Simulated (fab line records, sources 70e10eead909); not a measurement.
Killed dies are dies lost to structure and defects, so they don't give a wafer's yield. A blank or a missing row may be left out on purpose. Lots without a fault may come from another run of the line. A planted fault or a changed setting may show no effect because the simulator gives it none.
fab line records | flow nand_harc
record lots=24 wafers=72 last_day=29
route steps=1159 shown A_STAIRCASE@591
lots that met no fault: from a run of the same line without faults
start_h: hours from the record's first day to the start of the lot's first wafer shown | wait_h: hours since the lot's step before | " the same as in the row above | L1.1+2: a row that stands for several wafers | - no value, or no start given | * or withheld: withheld | < > ~ a bound
route shown NAME@n: a module of which the file shows steps, and the number in the route of the first | usual: mean/standard deviation of fault-free wafers | same: alike in all rows | chamber/n: place in a boat | sites: the reading at each site | _std_site: their standard deviation | _edge_site: outer sites' mean less inner sites' | radius_mm: how far each site lies from the wafer's centre | mask NAME#n: copy n | behind: the tool/chamber that last shaped the wafer | hold: why the lot was held/for how many hours/how that ended | device: the transistor (n, p or np) that didn't switch | end of line: the same wafers' tests at the end of the route | a step without rows: its recipe alone | killed: dies lost to structure and defects at the first sort, not the wafer's yield | map: a wafer's dies, x killed, . not, _ none there
set.NAME: the setting as run; set.NAME@STEP: as run at that earlier step | model.NAME: the simulator's own value behind a step, which no gauge read
steps of the route over a sample of lots; a table a step, a row a wafer
services: from which hour (start_h, from the record's first day; less than 0 if before it) a tool's chamber was out of use, for how many hours, and why
## steps
# step NHARC_A_STAIRCASE_ETCH_197
# recipe target_depth_a=1000 time_s=40.5 ion_energy_ev=400 c4f8_flow_sccm=20 o2_flow_sccm=10 ar_flow_sccm=withheld rf_w=600 bias_w=1000 chemistry=C4F8/O2
# usual oes_product_au=0.939/0.017 rf_vpp_V=897/5.3
# columns lot.wafer tool chamber start_h wait_h oes_product_au rf_hours_counter_h rf_vpp_V
L078.3 rie_diel-05 2 - - 0.910 34 900
L078.1 " 0 " " 0.931 31 897
L078.6 " 3 " " 0.930 - 891
L077.1 rie_diel-11 2 - - 0.964 27 886
L077.4 " 0 " " 0.964 28 907
L077.6 " 1 " " 0.988 - 900
L074.1 rie_diel-04 0 - - 0.966 6 892
L074.6 " 2 " " 0.948 - 898
L074.5 " 3 " " 0.948 - 904
L076.2 rie_diel-04 0 - - 0.946 8 892
L076.1 " 1 " " 0.944 8 898
L076.6 " 3 " " 0.934 - 905
L075.1 rie_diel-04 0 - - 0.953 9 891
L075.2 " 2 " " 0.943 5 898
L075.5 " 0 " " 0.944 - 893
L080.4 rie_diel-04 3 - - 0.931 11 904
L080.5 " 3 " " 0.945 - 905
L080.6 " 0 " " 0.956 - 890
L079.4 rie_diel-05 3 - - 0.933 41 891
L079.6 " 0 " " 0.940 - 897
L079.5 " 1 " " 0.942 - 893
L082.2 rie_diel-11 3 - - 0.935 38 898
L082.1 " 1 " " 0.933 24 900
L082.5 " 3 " " 0.932 - 899
L084.2 rie_diel-05 1 - - 0.951 40 894
L084.4 " 3 " " 0.942 42 891
L084.5 " 1 " " 0.947 - 893
L081.2 rie_diel-11 2 - - 0.930 36 889
L081.3 " 0 " " 0.956 39 905
L081.6 " 3 " " 0.940 - 897
L083.2 rie_diel-05 1 - - 0.933 43 894
L083.3 " 3 " " 0.934 44 892
L083.5 " 0 " " 0.921 - 896
L085.2 rie_diel-05 1 - - 0.925 43 893
L085.1 " 2 " " 0.919 46 900
L085.6 " 0 " " 0.917 - 898
L087.1 rie_diel-04 1 - - 0.949 18 900
L087.2 " 2 " " 0.962 14 897
L087.6 " 2 " " 0.953 - 897
L089.2 rie_diel-04 2 - - 0.941 20 898
L089.4 " 3 " " 0.927 24 905
L089.5 " 2 " " 0.934 - 898
L086.1 rie_diel-11 0 - - 0.921 50 905
L086.3 " 2 " " 0.902 45 889
L086.5 " 1 " " 0.940 - 899
L088.4 rie_diel-11 3 - - 0.921 50 898
L088.2 " 0 " " 0.934 50 906
L088.1 " 2 " " 0.914 45 889
L090.1 rie_diel-11 3 - - 0.923 54 899
L090.2 " 0 " " 0.937 56 906
L090.6 " 1 " " 0.938 - 901
L091.4 rie_diel-11 1 - - 0.934 44 900
L091.5 " 2 " " 0.910 - 888
L091.6 " 3 " " 0.910 - 899
L092.2 rie_diel-11 3 - - 0.916 55 899
L092.1 " 2 " " 0.914 51 889
L092.6 " 0 " " 0.926 - 906
L093.1 rie_diel-04 2 - - 0.936 30 898
L093.2 " 0 " " 0.937 36 891
L093.6 " 2 " " 0.940 - 898
L095.2 rie_diel-04 0 - - 0.949 36 892
L095.4 " 1 " " 0.933 35 897
L095.5 " 1 " " 0.945 - 899
L094.1 rie_diel-11 0 - - 0.982 62 904
L094.3 " 1 " " 0.987 49 900
L094.6 " 3 " " 0.950 - 898
L096.4 rie_diel-05 0 - - 0.936 15 895
L096.1 " 2 " " 0.948 11 901
L096.5 " 1 " " 0.952 - 893
L097.1 rie_diel-11 1 - - 0.950 1 900
L097.2 " 2 " " 0.958 1 888
L097.6 " 2 " " 0.962 - 887
# step NHARC_A_STAIRCASE_ETCH_201
# recipe target_depth_a=1000 time_s=40.5 ion_energy_ev=400 c4f8_flow_sccm=20 o2_flow_sccm=10 ar_flow_sccm=withheld rf_w=600 bias_w=1000 chemistry=C4F8/O2
# usual oes_product_au=0.937/0.012 rf_vpp_V=897/5.5
# columns lot.wafer tool chamber start_h wait_h oes_product_au rf_hours_counter_h rf_vpp_V
L078.3 rie_diel-05 3 - - 0.932 34 891
L078.1 " 0 " " 0.936 32 897
L078.6 " 0 " " 0.930 - 897
L077.1 rie_diel-11 1 - - 0.978 21 901
L077.4 " 2 " " 0.941 27 889
L077.6 " 2 " " 0.949 - 888
L074.1 rie_diel-04 1 - - 0.945 6 897
L074.6 " 0 " " 0.947 - 891
L074.5 " 1 " " 0.951 - 901
L076.1 rie_diel-04 3 - - 0.940 8 904
L076.2 " 1 " " 0.934 8 898
L076.6 " 3 " " 0.938 - 905
L075.2 rie_diel-04 2 - - 0.943 6 897
L075.1 " 3 " " 0.918 10 905
L075.5 " 2 " " 0.950 - 897
L080.4 rie_diel-04 1 - - 0.940 13 899
L080.5 " 0 " " 0.937 - 891
L080.6 " 1 " " 0.939 - 899
L079.4 rie_diel-05 3 - - 0.937 41 891
L079.5 " 2 " " 0.924 - 901
L079.6 " 3 " " 0.946 - 890
L082.1 rie_diel-11 2 - - 0.907 34 889
L082.2 " 3 " " 0.930 38 899
L082.5 " 0 " " 0.938 - 905
L084.4 rie_diel-05 0 - - 0.930 41 896
L084.2 " 2 " " 0.934 45 901
L084.5 " 3 " " 0.930 - 891
L081.3 rie_diel-11 2 - - 0.925 36 886
L081.2 " 3 " " 0.944 40 898
L081.6 " 1 " " 0.951 - 900
L083.2 rie_diel-11 2 - - 0.940 37 888
L083.3 " 1 " " 0.960 28 900
L083.5 " 3 " " 0.929 - 899
L085.2 rie_diel-05 1 - - 0.943 45 894
L085.1 " 0 " " 0.931 45 898
L085.6 " 2 " " 0.918 - 901
L087.2 rie_diel-04 2 - - 0.953 15 897
L087.1 " 1 " " 0.931 19 896
L087.6 " 2 " " 0.937 - 897
L089.4 rie_diel-04 0 - - 0.949 25 891
L089.2 " 3 " " 0.935 24 906
L089.5 " 1 " " 0.952 - 897
L086.1 rie_diel-11 2 - - 0.918 46 887
L086.3 " 3 " " 0.925 50 898
L086.5 " 1 " " 0.947 - 900
L088.2 rie_diel-11 1 - - 0.936 38 899
L088.4 " 2 " " 0.922 46 887
L088.1 " 0 " " 0.945 51 904
L090.1 rie_diel-11 2 - - 0.904 52 887
L090.2 " 3 " " 0.926 56 897
L090.6 " 3 " " 0.923 - 897
L091.4 rie_diel-11 1 - - 0.930 45 900
L091.5 " 3 " " 0.923 - 897
L091.6 " 0 " " 0.932 - 903
L092.2 rie_diel-11 1 - - 0.926 45 901
L092.1 " 2 " " 0.910 53 887
L092.6 " 0 " " 0.924 - 906
L093.2 rie_diel-04 3 - - 0.932 35 905
L093.1 " 2 " " 0.950 31 897
L093.6 " 0 " " 0.945 - 891
L095.4 rie_diel-04 1 - - 0.943 36 899
L095.2 " 2 " " 0.945 31 898
L095.5 " 0 " " 0.947 - 891
L094.3 rie_diel-11 2 - - 0.923 56 888
L094.1 " 3 " " 0.929 61 898
L094.6 " 1 " " 0.931 - 901
L096.1 rie_diel-05 1 - - 0.958 13 893
L096.4 " 3 " " 0.941 14 891
L096.5 " 2 " " 0.948 - 900
L097.2 rie_diel-11 2 - - 0.941 1 887
L097.1 " 1 " " 0.941 1 899
L097.6 " 3 " " 0.920 - 898
# step NHARC_A_STAIRCASE_ETCH_203
# recipe target_depth_a=1000 time_s=40.5 ion_energy_ev=400 c4f8_flow_sccm=20 o2_flow_sccm=10 ar_flow_sccm=withheld rf_w=600 bias_w=1000 chemistry=C4F8/O2
# usual oes_product_au=0.937/0.013 rf_vpp_V=897/5.5
# columns lot.wafer tool chamber start_h wait_h oes_product_au rf_hours_counter_h rf_vpp_V
L078.1 rie_diel-05 0 - - 0.933 32 896
L078.3 " 2 " " 0.932 35 902
L078.6 " 0 " " 0.929 - 899
L077.4 rie_diel-11 1 - - 0.970 21 900
L077.1 " 0 " " 0.954 29 905
L077.6 " 2 " " 0.934 - 888
L074.1 rie_diel-04 1 - - 0.959 6 898
L074.6 " 1 " " 0.950 - 898
L074.5 " 2 " " 0.947 - 897
L076.2 rie_diel-04 2 - - 0.944 6 898
L076.1 " 0 " " 0.938 9 892
L076.6 " 2 " " 0.944 - 898
L075.2 rie_diel-04 0 - - 0.932 10 893
L075.1 " 1 " " 0.946 10 897
L075.5 " 3 " " 0.936 - 904
L080.4 rie_diel-04 1 - - 0.942 13 900
L080.5 " 2 " " 0.929 - 896
L080.6 " 3 " " 0.914 - 903
L079.4 rie_diel-05 3 - - 0.949 42 890
L079.5 " 3 " " 0.945 - 892
L079.6 " 0 " " 0.945 - 896
L082.2 rie_diel-11 2 - - 0.909 34 889
L082.1 " 0 " " 0.946 38 905
L082.5 " 2 " " 0.911 - 887
L084.2 rie_diel-05 0 - - 0.922 42 896
L084.4 " 3 " " 0.937 44 890
L084.5 " 0 " " 0.930 - 897
L081.3 rie_diel-11 0 - - 0.937 40 903
L081.2 " 1 " " 0.937 27 900
L081.6 " 0 " " 0.936 - 906
L083.2 rie_diel-04 0 - - 0.956 16 891
L083.3 " 2 " " 0.948 13 896
L083.5 " 0 " " 0.956 - 891
L087.1 rie_diel-04 2 - - 0.943 16 897
L087.2 " 3 " " 0.941 20 904
L087.6 " 2 " " 0.944 - 900
L085.1 rie_diel-05 3 - - 0.941 48 892
L085.2 " 0 " " 0.943 45 897
L085.6 " 3 " " 0.942 - 892
L089.2 rie_diel-04 3 - - 0.936 25 906
L089.4 " 1 " " 0.941 24 897
L089.5 " 3 " " 0.934 - 905
L086.3 rie_diel-11 0 - - 0.946 51 904
L086.1 " 2 " " 0.915 46 886
L086.5 " 0 " " 0.946 - 905
L088.2 rie_diel-11 2 - - 0.928 46 889
L088.4 " 0 " " 0.951 51 906
L088.1 " 1 " " 0.951 38 900
L090.2 rie_diel-11 3 - - 0.926 57 898
L090.1 " 1 " " 0.941 45 899
L090.6 " 2 " " 0.917 - 888
L091.4 rie_diel-11 1 - - 0.933 46 898
L091.6 " 0 " " 0.925 - 904
L091.5 " 1 " " 0.932 - 900
L092.2 rie_diel-11 3 - - 0.917 57 897
L092.1 " 0 " " 0.930 59 905
L092.6 " 1 " " 0.924 - 900
L093.2 rie_diel-04 0 - - 0.930 36 891
L093.1 " 1 " " 0.934 35 897
L093.6 " 1 " " 0.929 - 899
L095.4 rie_diel-04 0 - - 0.952 37 890
L095.2 " 1 " " 0.954 36 897
L095.5 " 0 " " 0.948 - 892
L094.3 rie_diel-11 2 - - 0.915 57 887
L094.1 " 0 " " 0.956 63 905
L094.6 " 0 " " 0.959 - 906
L096.1 rie_diel-05 1 - - 0.939 13 894
L096.4 " 2 " " 0.930 11 900
L096.5 " 1 " " 0.939 - 892
L097.2 rie_diel-11 0 - - 0.927 1 905
L097.1 " 1 " " 0.925 1 899
L097.6 " 2 " " 0.926 - 889
# step NHARC_A_STAIRCASE_TRIM_222
# recipe time_s=211.2 o2_flow_sccm=500 ar_flow_sccm=0 bias_w=0 chemistry=O2
# usual drypump_motor_current_A=5.8/0.47 oes_product_au=0.998/0.0096 rf_vpp_V=57.8/0.97 showerhead_plenum_p_Torr=3.56/0.15 throttle_valve_pct=17.036/0.0093
# columns lot.wafer tool chamber start_h wait_h drypump_motor_current_A oes_product_au rf_hours_counter_h rf_vpp_V showerhead_plenum_p_Torr throttle_valve_pct
L078.3 rie_diel-04 0 - - 6.4 1.014 5 56.8 3.41 17.033
L078.1 " 1 " " 5.4 1.001 5 58.1 3.59 17.044
L078.6 " 0 " " 6.4 1.009 - 56.2 3.41 17.028
L077.1 rie_diel-11 3 - - 5.3 0.994 30 59.2 3.60 17.040
L077.4 " 3 " " 5.3 0.985 - 56.0 3.60 17.034
L077.6 " 2 " " 5.9 0.976 - 58.4 3.32 17.040
L074.1 rie_diel-04 1 - - 5.4 1.009 7 58.6 3.59 17.027
L074.6 " 2 " " 6.5 1.001 - 57.8 3.58 17.062
L074.5 " 3 " " 5.1 0.988 - 57.8 3.78 17.033
L076.2 rie_diel-11 2 - - 5.9 0.974 31 56.7 3.32 17.039
L076.1 " 3 " " 5.3 0.986 35 57.1 3.59 17.043
L076.6 " 3 " " 5.3 0.987 - 58.4 3.59 17.030
L075.2 rie_diel-05 1 - - 6.1 1.010 38 56.6 3.47 17.041
L075.1 " 0 " " 5.3 0.994 37 56.3 3.55 17.026
L075.5 " 2 " " 6.4 0.989 - 58.2 3.67 17.030
L080.4 rie_diel-04 2 - - 6.4 1.004 11 56.4 3.58 17.041
L080.6 " 1 " " 5.4 0.995 - 57.0 3.59 17.035
L080.5 " 2 " " 6.5 0.998 - 57.0 3.58 17.045
L082.1 rie_diel-11 2 - - 5.9 0.980 35 57.5 3.32 17.020
L082.2 " 0 " " 6.1 1.011 39 57.9 3.79 17.024
L082.5 " 2 " " 5.9 0.999 - 56.5 3.32 17.032
L079.4 rie_diel-05 3 - - 5.5 0.998 43 56.1 3.39 17.035
L079.6 " 3 " " 5.5 0.990 - 56.8 3.39 17.056
L079.5 " 0 " " 5.2 0.990 - 58.4 3.55 17.043
L084.2 rie_diel-11 0 - - 6.1 1.002 41 57.5 3.78 17.037
L084.4 " 3 " " 5.3 0.994 42 56.4 3.59 17.023
L084.5 " 1 " " 5.9 1.000 - 60.0 3.64 17.027
L081.2 rie_diel-04 3 - - 5.1 0.994 17 58.4 3.77 17.046
L081.3 " 0 " " 6.5 0.993 17 57.2 3.40 17.023
L081.6 " 2 " " 6.4 1.003 - 57.0 3.58 17.027
L083.3 rie_diel-05 3 - - 5.5 1.004 45 57.6 3.39 17.048
L083.2 " 1 " " 6.1 1.007 43 58.3 3.46 17.025
L083.5 " 0 " " 5.3 0.999 - 59.5 3.54 17.049
L087.2 rie_diel-05 0 - - 5.3 0.993 46 61.5 3.54 17.043
L087.1 " 1 " " 6.1 1.008 46 58.7 3.46 17.026
L087.6 " 1 " " 6.1 1.002 - 56.6 3.46 17.013
L085.2 rie_diel-05 3 - - 5.5 1.013 49 58.7 3.39 17.023
L085.1 " 2 " " 6.5 0.996 50 59.4 3.66 17.027
L085.6 " 0 " " 5.3 0.990 - 57.6 3.54 17.024
L088.1 rie_diel-04 2 - - 6.5 0.997 22 57.7 3.57 17.037
L088.4 " 3 " " 5.1 0.995 26 56.9 3.77 17.022
L088.2 " 0 " " 6.4 1.006 28 58.5 3.40 17.037
L089.2 rie_diel-11 3 - - 5.3 0.979 52 58.1 3.59 17.027
L089.4 " 0 " " 6.1 0.996 54 58.9 3.78 17.047
L089.5 " 2 " " 5.8 0.968 - 56.6 3.31 17.037
L086.3 rie_diel-11 3 - - 5.3 1.003 52 59.2 3.59 17.036
L086.1 " 2 " " 5.9 0.986 48 58.0 3.31 17.035
L086.5 " 3 " " 5.3 0.996 - 58.1 3.59 17.035
L090.2 rie_diel-11 3 - - 5.3 0.992 58 58.6 3.58 17.027
L090.1 " 1 " " 5.9 1.002 46 59.1 3.63 17.044
L090.6 " 3 " " 5.3 1.006 - 57.2 3.58 17.050
L091.4 rie_diel-05 0 - - 5.2 0.988 1 58.3 3.54 17.044
L091.5 " 0 " " 5.3 1.003 - 58.3 3.54 17.021
L091.6 " 1 " " 6.1 1.002 - 57.7 3.46 17.035
L092.2 rie_diel-04 3 - - 5.1 0.996 33 57.9 3.76 17.042
L092.1 " 0 " " 6.4 1.002 35 57.5 3.39 17.025
L092.6 " 1 " " 5.4 1.015 - 56.7 3.58 17.020
L093.2 rie_diel-04 1 - - 5.4 1.003 36 57.3 3.58 17.045
L093.1 " 3 " " 5.1 0.995 36 57.1 3.76 17.025
L093.6 " 1 " " 5.4 1.000 - 56.9 3.58 17.035
L095.2 rie_diel-11 1 - - 5.9 1.004 50 57.6 3.63 17.035
L095.5 " 1 " " 5.9 0.999 - 59.7 3.63 17.054
L095.4 " 2 " " 5.9 0.986 - 57.5 3.30 17.039
L094.3 rie_diel-04 3 - - 5.1 0.998 37 58.3 3.76 17.038
L094.1 " 2 " " 6.4 1.002 33 57.7 3.56 17.034
L094.6 " 3 " " 5.1 1.007 - 58.5 3.76 17.031
L096.1 rie_diel-04 2 - - 6.5 0.999 42 57.0 3.56 17.041
L096.4 " 1 " " 5.4 1.002 46 57.8 3.57 17.041
L096.5 " 2 " " 6.5 0.990 - 60.0 3.56 17.040
L097.2 rie_diel-11 3 - - 5.3 0.976 2 56.4 3.58 17.052
L097.1 " 1 " " 5.9 0.999 2 58.4 3.62 17.028
L097.6 " 0 " " 6.1 0.995 - 59.3 3.77 17.033
# step NHARC_A_STAIRCASE_TRIM_231
# recipe time_s=211.2 o2_flow_sccm=500 ar_flow_sccm=0 bias_w=0 chemistry=O2
# usual drypump_motor_current_A=5.8/0.45 oes_product_au=0.998/0.01 rf_vpp_V=58.0/0.88 showerhead_plenum_p_Torr=3.56/0.15 throttle_valve_pct=17.037/0.0079
# columns lot.wafer tool chamber start_h wait_h drypump_motor_current_A oes_product_au rf_hours_counter_h rf_vpp_V showerhead_plenum_p_Torr throttle_valve_pct
L078.3 rie_diel-04 1 - - 5.4 1.010 6 60.0 3.59 17.047
L078.1 " 2 " " 6.4 1.008 3 58.2 3.58 17.051
L078.6 " 1 " " 5.4 1.010 - 57.9 3.59 17.043
L077.1 rie_diel-04 3 - - 5.1 0.995 6 58.0 3.78 17.028
L077.4 " 0 " " 6.4 1.000 6 56.8 3.41 17.042
L077.6 " 3 " " 5.1 0.985 - 59.4 3.78 17.044
L074.1 rie_diel-05 1 - - 6.1 1.012 34 58.7 3.47 17.047
L074.5 " 0 " " 5.3 1.007 - 56.8 3.55 17.057
L074.6 " 1 " " 6.1 1.007 - 59.3 3.47 17.037
L076.2 rie_diel-11 2 - - 5.9 0.987 32 57.9 3.32 17.040
L076.1 " 3 " " 5.3 0.996 36 58.1 3.59 17.046
L076.6 " 2 " " 5.9 0.978 - 58.8 3.32 17.042
L075.1 rie_diel-05 1 - - 6.1 1.010 39 57.0 3.47 17.048
L075.2 " 0 " " 5.3 1.010 38 57.5 3.55 17.036
L075.5 " 2 " " 6.4 0.991 - 57.1 3.66 17.040
L080.4 rie_diel-11 3 - - 5.3 0.997 40 56.4 3.59 17.039
L080.6 " 3 " " 5.3 0.997 - 58.1 3.59 17.023
L080.5 " 0 " " 6.1 1.008 - 58.4 3.78 17.031
L082.1 rie_diel-04 0 - - 6.5 1.007 15 57.5 3.40 17.036
L082.2 " 2 " " 6.5 1.002 12 57.8 3.58 17.033
L082.5 " 1 " " 5.4 1.012 - 58.1 3.59 17.020
L079.4 rie_diel-11 0 325.70 - 6.1 1.001 40 58.8 3.78 17.037
L079.6 " 3 " " 5.3 0.994 - 59.3 3.59 17.043
L079.5 " 0 " " 6.1 1.000 - 58.2 3.78 17.034
L084.4 rie_diel-11 2 - - 5.8 0.986 38 57.1 3.31 17.035
L084.2 " 1 " " 5.8 1.004 29 57.0 3.64 17.050
L084.5 " 3 " " 5.3 0.993 - 59.7 3.59 17.043
L081.3 rie_diel-11 1 - - 5.9 1.008 29 58.2 3.64 17.033
L081.2 " 3 " " 5.3 1.006 44 57.5 3.59 17.034
L081.6 " 0 " " 6.1 1.005 - 58.2 3.78 17.029
L083.3 rie_diel-04 3 - - 5.1 0.996 20 58.4 3.77 17.026
L083.2 " 0 " " 6.4 0.999 21 57.9 3.40 17.025
L083.5 " 1 " " 5.4 1.005 - 57.4 3.59 17.024
L087.2 rie_diel-05 2 - - 6.5 0.996 51 59.1 3.66 17.036
L087.1 " 3 " " 5.5 0.998 50 57.6 3.39 17.024
L087.6 " 1 " " 6.1 1.010 - 58.8 3.46 17.038
L085.1 rie_diel-11 2 - - 5.9 0.981 42 57.4 3.31 17.045
L085.2 " 0 " " 6.1 0.998 48 59.1 3.78 17.042
L085.6 " 2 " " 5.9 0.985 - 57.5 3.31 17.023
L088.1 rie_diel-04 3 - - 5.1 0.999 30 57.6 3.77 17.035
L088.4 " 0 " " 6.4 1.010 32 58.1 3.39 17.047
L088.2 " 1 " " 5.4 1.002 30 57.6 3.58 17.032
L089.4 rie_diel-11 3 - - 5.3 0.992 55 58.8 3.58 17.029
L089.2 " 1 " " 5.8 0.999 44 57.5 3.63 17.042
L089.5 " 3 " " 5.3 0.992 - 58.2 3.58 17.034
L086.3 rie_diel-11 3 - - 5.3 0.983 56 57.8 3.58 17.033
L086.1 " 1 " " 5.9 0.998 44 59.0 3.63 17.046
L086.5 " 3 " " 5.3 0.985 - 58.1 3.58 17.034
L090.1 rie_diel-05 0 - - 5.3 0.999 1 59.0 3.54 17.032
L090.2 " 1 " " 6.0 0.998 2 58.6 3.46 17.043
L090.6 " 3 " " 5.5 1.002 - 56.4 3.39 17.044
L091.4 rie_diel-05 3 - - 5.5 0.998 1 56.8 3.39 17.035
L091.5 " 2 " " 6.5 0.999 - 57.1 3.66 17.031
L091.6 " 3 " " 5.5 1.002 - 56.6 3.39 17.043
L092.2 rie_diel-11 1 - - 5.8 1.010 47 59.2 3.63 17.037
L092.1 " 3 " " 5.3 0.997 59 59.1 3.58 17.028
L092.6 " 1 " " 5.8 1.001 - 58.8 3.63 17.041
L093.2 rie_diel-11 1 - - 5.8 0.998 50 58.2 3.63 17.029
L093.1 " 2 " " 5.9 0.991 58 56.3 3.30 17.028
L093.6 " 0 " " 6.1 0.996 - 58.6 3.77 17.041
L095.4 rie_diel-05 1 - - 6.1 1.004 4 58.1 3.46 17.027
L095.2 " 3 " " 5.5 0.996 3 58.0 3.39 17.040
L095.5 " 1 " " 6.1 0.999 - 58.3 3.46 17.033
L094.1 rie_diel-04 2 - - 6.5 1.000 33 57.6 3.56 17.039
L094.3 " 0 " " 6.4 0.991 39 57.0 3.39 17.042
L094.6 " 2 " " 6.5 0.996 - 57.0 3.56 17.024
L096.4 rie_diel-04 2 - - 6.4 1.002 43 58.4 3.56 17.041
L096.1 " 3 " " 5.1 1.004 50 59.8 3.75 17.031
L096.5 " 2 " " 6.4 1.007 - 57.7 3.56 17.027
L097.2 rie_diel-11 3 - - 5.3 0.968 2 59.2 3.58 17.018
L097.1 " 0 " " 6.1 0.987 2 59.0 3.77 17.037
L097.6 " 0 " " 6.1 0.980 - 59.3 3.77 17.024
# step NHARC_A_STAIRCASE_DESCUM_252
# recipe time_s=3 o2_flow_sccm=200 ar_flow_sccm=0 bias_power_w=0 chemistry=O2
# usual drypump_motor_current_A=5.8/0.52 oes_product_au=1.000/0.0091 rf_vpp_V=57.9/0.84 showerhead_plenum_p_Torr=1.93/0.08 throttle_valve_pct=11.311/0.0097
# columns lot.wafer tool chamber start_h wait_h drypump_motor_current_A oes_product_au rf_hours_counter_h rf_vpp_V showerhead_plenum_p_Torr throttle_valve_pct
L078.1 rie_diel-04 2 311.79 - 6.5 1.007 4 58.0 1.94 11.313
L078.3 " 0 " " 6.4 1.011 7 56.5 1.84 11.318
L078.6 " 2 " " 6.4 1.002 - 57.8 1.94 11.323
L077.4 rie_diel-05 0 312.82 - 5.2 1.000 34 56.4 1.93 11.324
L077.1 " 2 " " 6.5 0.995 37 57.2 1.99 11.323
L077.6 " 0 " " 5.2 1.001 - 57.2 1.93 11.317
L074.1 rie_diel-04 2 316.28 - 6.4 1.016 7 58.3 1.94 11.304
L074.6 " 2 " " 6.4 1.007 - 59.2 1.94 11.300
L074.5 " 3 " " 5.1 0.994 - 57.3 2.06 11.313
L076.2 rie_diel-05 3 320.82 - 5.5 1.008 41 56.3 1.83 11.315
L076.1 " 0 " " 5.3 0.989 39 58.5 1.92 11.316
L076.6 " 2 " " 6.5 0.993 - 58.5 1.99 11.320
L075.2 rie_diel-11 1 322.41 - 5.8 1.008 25 58.0 1.98 11.314
L075.1 " 2 " " 5.9 0.981 34 57.6 1.79 11.300
L075.5 " 1 " " 5.8 1.013 - 58.2 1.98 11.310
L080.4 rie_diel-05 2 327.65 - 6.5 0.991 46 57.1 1.99 11.313
L080.6 " 3 " " 5.5 1.001 - 57.0 1.83 11.318
L080.5 " 0 " " 5.2 0.993 - 57.2 1.92 11.322
L079.4 rie_diel-04 1 328.36 - 5.4 0.998 17 57.5 1.95 11.317
L079.6 " 3 " " 5.1 0.991 - 57.9 2.06 11.314
L079.5 " 0 " " 6.5 1.006 - 58.2 1.84 11.316
L082.2 rie_diel-04 1 328.69 - 5.4 1.006 17 58.7 1.95 11.297
L082.1 " 2 " " 6.4 1.018 14 57.7 1.94 11.303
L082.5 " 3 " " 5.1 0.997 - 59.6 2.06 11.324
L084.4 rie_diel-05 2 331.59 - 6.4 0.990 49 58.2 1.99 11.300
L084.2 " 0 " " 5.3 0.997 45 58.2 1.92 11.303
L084.5 " 2 " " 6.4 0.995 - 57.2 1.99 11.293
L081.2 rie_diel-05 1 332.81 - 6.1 1.008 46 57.3 1.87 11.317
L081.3 " 2 " " 6.4 0.991 50 57.6 1.99 11.314
L081.6 " 0 " " 5.3 1.000 - 57.7 1.92 11.305
L083.2 rie_diel-04 1 334.62 - 5.4 1.004 21 59.8 1.95 11.309
L083.3 " 3 " " 5.1 0.995 22 58.7 2.05 11.305
L083.5 " 1 " " 5.4 1.000 - 57.9 1.95 11.312
L087.2 rie_diel-04 2 337.49 - 6.4 0.994 19 59.0 1.94 11.278
L087.1 " 0 " " 6.4 0.998 24 58.3 1.84 11.347
L087.6 " 3 " " 5.1 0.983 - 57.7 2.05 11.306
L085.1 rie_diel-04 3 338.20 - 5.1 0.988 24 59.0 2.05 11.306
L085.2 " 0 " " 6.5 1.002 25 58.6 1.84 11.310
L085.6 " 2 " " 6.4 0.999 - 57.7 1.94 11.303
L088.4 rie_diel-11 2 351.50 - 5.8 0.972 53 57.1 1.78 11.321
L088.2 " 3 " " 5.3 0.982 58 58.1 1.94 11.313
L088.1 " 1 " " 5.8 1.002 46 58.0 1.97 11.293
L089.2 rie_diel-11 0 352.04 - 6.1 1.015 59 59.2 2.06 11.305
L089.4 " 2 " " 5.9 0.986 54 56.5 1.78 11.307
L089.5 " 1 " " 5.8 1.016 - 57.4 1.97 11.309
L086.3 rie_diel-04 0 352.51 - 6.4 1.005 35 58.6 1.83 11.312
L086.1 " 1 " " 5.4 1.004 34 56.8 1.94 11.315
L086.5 " 3 " " 5.1 0.996 - 57.7 2.05 11.320
L090.1 rie_diel-05 3 355.55 - 5.5 1.008 2 58.0 1.83 11.313
L090.2 " 1 " " 6.1 0.995 3 58.1 1.87 11.313
L090.6 " 3 " " 5.5 0.999 - 57.5 1.83 11.299
L091.4 rie_diel-11 2 355.90 - 5.9 0.977 56 56.8 1.78 11.300
L091.6 " 2 " " 5.9 0.980 - 58.1 1.78 11.316
L091.5 " 3 " " 5.3 0.994 - 58.3 1.94 11.296
L092.1 rie_diel-05 3 357.59 - 5.5 1.003 3 59.4 1.83 11.298
L092.2 " 0 " " 5.2 1.002 3 56.8 1.92 11.315
L092.6 " 1 " " 6.1 1.004 - 57.2 1.87 11.317
L093.2 rie_diel-04 0 362.50 - 6.4 0.987 39 58.6 1.83 11.298
L093.1 " 2 " " 6.4 1.010 33 58.7 1.93 11.299
L093.6 " 0 " " 6.4 1.000 - 56.0 1.83 11.329
L095.4 rie_diel-05 1 362.67 - 6.1 1.010 4 57.2 1.87 11.319
L095.2 " 2 " " 6.4 0.994 3 59.5 1.99 11.301
L095.5 " 1 " " 6.1 1.007 - 57.9 1.87 11.310
L094.1 rie_diel-04 3 364.81 - 5.1 1.000 39 59.6 2.05 11.301
L094.3 " 1 " " 5.4 1.007 39 58.2 1.94 11.320
L094.6 " 3 " " 5.1 0.998 - 58.3 2.05 11.319
L096.4 rie_diel-04 0 384.02 - 6.4 1.008 51 56.9 1.83 11.315
L096.1 " 2 " " 6.5 1.007 43 57.2 1.93 11.311
L096.5 " 1 " " 5.4 1.013 - 59.0 1.94 11.309
L097.1 rie_diel-11 0 387.14 - 6.1 0.994 3 59.0 2.05 11.320
L097.2 " 3 " " 5.3 0.979 3 58.0 1.94 11.297
L097.6 " 1 " " 5.9 0.984 - 57.0 1.97 11.309
## services
# columns tool chamber start_h hours kind
rie_diel-04 - 289.00 9.0 pm
rie_diel-11 0 296.68 - clean
rie_diel-11 1 296.68 - clean
rie_diel-11 2 296.68 - clean
rie_diel-11 3 296.68 - clean
rie_diel-05 1 303.01 3.9 repair
rie_diel-11 1 307.64 8.5 repair
rie_diel-11 0 321.24 - clean
rie_diel-11 1 321.24 - clean
rie_diel-11 2 321.24 - clean
rie_diel-11 3 321.24 - clean
rie_diel-05 - 341.18 9.0 pm
rie_diel-11 0 345.77 - clean
rie_diel-11 1 345.77 - clean
rie_diel-11 2 345.77 - clean
rie_diel-11 3 345.77 - clean
rie_diel-11 3 357.74 - consumable_replace:focus_ring
rie_diel-11 3 357.74 9.0 scheduled_down
rie_diel-11 3 357.74 9.0 vent_cycle
rie_diel-11 - 367.63 9.0 pm
rie_diel-11 0 367.63 9.0 vent_cycle
rie_diel-11 1 367.63 9.0 vent_cycle
rie_diel-11 2 367.63 9.0 vent_cycle
rie_diel-11 3 367.63 9.0 vent_cycle
## key
fault none
